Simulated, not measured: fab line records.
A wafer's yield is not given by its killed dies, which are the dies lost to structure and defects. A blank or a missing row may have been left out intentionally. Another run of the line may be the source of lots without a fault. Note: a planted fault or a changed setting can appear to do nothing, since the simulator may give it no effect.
Chamber matching :: flow n5Finfet :: cmp-04 running N5_ILD0_CMP_03: 4 sister chambers
The step polishes, stops on SiNx, t overpolish 1.9 s, target thk 197.38 nm. 4 wafers are shown with their chamber, then 10 later ones without.

WAFERS PAIRED WITH THEIR CHAMBERS
wafer: L080.5
chamber: 3
motorCurrentA (A): 12.7

wafer: L084.5
chamber: 0
motorCurrentA (A): 13.3

wafer: L087.2
chamber: 1
motorCurrentA (A): 12.3

wafer: L087.4
chamber: 2
motorCurrentA (A): 11.7

WAFERS WITHOUT THEIR CHAMBER
wafer: L087.6
motorCurrentA (A): 11.9

wafer: L093.2
motorCurrentA (A): 11.9

wafer: L093.5
motorCurrentA (A): 11.7

wafer: L093.6
motorCurrentA (A): 11.1

wafer: L094.2
motorCurrentA (A): 13.0

wafer: L094.4
motorCurrentA (A): 12.7

wafer: L094.5
motorCurrentA (A): 12.2

wafer: L095.1
motorCurrentA (A): 13.2

wafer: L095.2
motorCurrentA (A): 12.4

wafer: L095.3
motorCurrentA (A): 12.9

WHICH CHAMBER EACH ONE RAN IN
wafer: L087.6
from the rows above: can't be placed: 2 or 1
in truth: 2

wafer: L093.2
from the rows above: can't be placed: 2 or 1
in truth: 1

wafer: L093.5
from the rows above: 2
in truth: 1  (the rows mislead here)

wafer: L093.6
from the rows above: 2
in truth: 2

wafer: L094.2
from the rows above: can't be placed: 0 or 3 or 1
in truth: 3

wafer: L094.4
from the rows above: can't be placed: 3 or 1
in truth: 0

wafer: L094.5
from the rows above: can't be placed: 1 or 2 or 3
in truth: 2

wafer: L095.1
from the rows above: can't be placed: 0 or 3
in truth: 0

wafer: L095.2
from the rows above: can't be placed: 1 or 3
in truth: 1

wafer: L095.3
from the rows above: can't be placed: 3 or 0 or 1
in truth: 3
Correctly placed: 1 of 10. Cannot be placed on the basis of these rows: 8; the candidates contain the true chamber in 7. Wrongly placed: 1.
How it was worked out, from the rows above alone: a wafer's distance from a chamber is the root of the sum, over the readings, of the square of ((its reading less the chamber's mean) divided by the reading's scatter). The wafer belongs to the nearest chamber; if the next one is less than 2 further off, it can't be placed. A chamber's mean is the mean of its shown wafers. The scatter (one wafer shown for each chamber): square how far every hidden wafer sits from the nearest shown wafer, average those squares and take the square root.
